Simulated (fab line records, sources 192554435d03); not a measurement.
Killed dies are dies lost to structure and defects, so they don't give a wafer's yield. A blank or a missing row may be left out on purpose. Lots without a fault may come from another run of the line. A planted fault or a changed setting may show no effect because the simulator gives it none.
Which tool did it? | flow n5_finfet | 13 lots, 37 wafers sampled, at 3 steps of a route of 1938

WHAT THE GAUGES READ, wafer by wafer
N5_SDB_THK_MEAS_31.
lot  | measured    | on            | SDB_THK (nm)
L436 | day 3 22:48 | film_metro-01 | 65.4 67.0 64.2
L437 | day 4 02:37 | film_metro-01 | 63.6 66.4 66.7
L438 | day 4 12:55 | film_metro-01 | 63.9 64.7 63.4
L439 | day 4 13:53 | film_metro-01 | 64.3 64.9 66.1
L440 | day 4 22:59 | film_metro-01 | 62.1 65.0 61.4
L441 | day 5 02:16 | film_metro-01 | 65.2 65.0
L443 | day 5 15:58 | film_metro-01 | 63.4 66.5 62.6
L446 | day 6 13:18 | film_metro-01 | 63.5 66.1 63.3
L447 | day 6 15:13 | film_metro-01 | 63.0 65.1
L449 | day 7 05:30 | film_metro-01 | 64.1 63.9 63.1
L450 | day 7 08:16 | film_metro-01 | 63.8 65.1 64.1
L452 | day 7 21:06 | film_metro-01 | 64.2 64.3 61.8
L458 | day 9 12:02 | film_metro-01 | 65.2 64.9 62.3

N5_HKMG_FIN_INSPECT_61: inspects for defects (macro).
lot  | measured    | on                | raw_defect_count
L436 | day 4 00:24 | defect_inspect-02 | 0 1 2
L437 | day 4 04:07 | defect_inspect-01 | 0 2 4
L438 | day 4 14:25 | defect_inspect-02 | 1 3 2
L439 | day 4 15:22 | defect_inspect-02 | 2 0 2
L440 | day 5 00:36 | defect_inspect-02 | 3 1 2
L441 | day 5 03:53 | defect_inspect-01 | 2 1
L443 | day 5 17:43 | defect_inspect-01 | 2 2 2
L446 | day 6 15:10 | defect_inspect-02 | 1 3 3
L447 | day 6 16:50 | defect_inspect-01 | 0 2
L449 | day 7 07:07 | defect_inspect-01 | 0 0 4
L450 | day 7 10:01 | defect_inspect-01 | 2 2 2
L452 | day 7 22:50 | defect_inspect-02 | 0 3 0
L458 | day 9 13:56 | defect_inspect-02 | 1 5 2

WHICH TOOL RAN EACH LOT (tool, then ch and the chambers of the sampled wafers, then the start)
lot  | N5_SDB_CMP_30
L436 | cmp-01 ch 0,1,2, day 3 22:31
L437 | cmp-01 ch 0,2, day 4 02:21
L438 | cmp-02 ch 0,1,2, day 4 12:42
L439 | cmp-04 ch 2,3, day 4 13:38
L440 | cmp-04 ch 0,1,2, day 4 22:41
L441 | cmp-02 ch 0,1, day 5 02:01
L443 | cmp-01 ch 0,2,3, day 5 15:42
L446 | cmp-01 ch 0,1,3, day 6 13:05
L447 | cmp-01 ch 1, day 6 14:58
L449 | cmp-01 ch 1,2, day 7 05:12
L450 | cmp-04 ch 0,3, day 7 07:58
L452 | cmp-02 ch 0,1,3, day 7 20:55
L458 | cmp-01 ch 1,2, day 9 11:47
- N5_SDB_CMP_30: polishes, stops on poly-Si, t overpolish 1.54 s, target thk 30 nm.

WHAT THE TOOLS THEMSELVES READ (means of the sampled wafers that have a number; where no wafer has one, the mark that the record gives instead)
N5_SDB_CMP_30.
lot  | tool   | motor_current_A (A) | overpolish_run_s (s) | slurry_flow_ml_min | time_to_endpoint_s (s)
L436 | cmp-01 | 12.9                | 1.544                | 149.5              | 19
L437 | cmp-01 | 11.7                | 1.545                | 149.7              | 14
L438 | cmp-02 | 12.7                | 1.533                | 150.3              | 20
L439 | cmp-04 | 12.9                | 1.537                | 149.9              | 14
L440 | cmp-04 | 13.1                | 1.536                | 149.9              | 22
L441 | cmp-02 | 13.2                | 1.550                | 149.6              | 18
L443 | cmp-01 | 11.6                | 1.533                | 149.9              | 18
L446 | cmp-01 | 13.0                | 1.546                | 150.2              | 18
L447 | cmp-01 | 14.1                | 1.542                | 149.1              | 20
L449 | cmp-01 | 12.3                | 1.535                | 150.2              | 19
L450 | cmp-04 | 12.3                | 1.545                | 149.7              | 17
L452 | cmp-02 | 12.9                | 1.554                | 150.4              | 17
L458 | cmp-01 | 12.1                | 1.545                | 149.3              | 20

THE ANSWER, worked out from the rows above alone
Rule: what is usual is taken from the lots themselves. Put in order of their means at a reading, lots are off if they are a third of the lots or fewer, leave a main group of 4 or more, and stand apart from it by a gap of 3 or more times the standard deviation of the main group's means; of several such gaps the widest counts. A main group whose means are all the same, to the digits that the tables above print for the reading, isn't used. A lot without any number at a reading at which 4 lots or more have one is off too. The other lots that the step has rows for count as sound. The gauges are gone through in route order, then the tools' own readings, and for those a lot's mean is taken as printed above. The first step at which some lot is off is used, and at that step the reading that is off furthest; a lot without a number counts as furthest.
No lot is off at any reading shown: from this, nothing can be told.

WHAT THE SIMULATOR HAD PUT IN
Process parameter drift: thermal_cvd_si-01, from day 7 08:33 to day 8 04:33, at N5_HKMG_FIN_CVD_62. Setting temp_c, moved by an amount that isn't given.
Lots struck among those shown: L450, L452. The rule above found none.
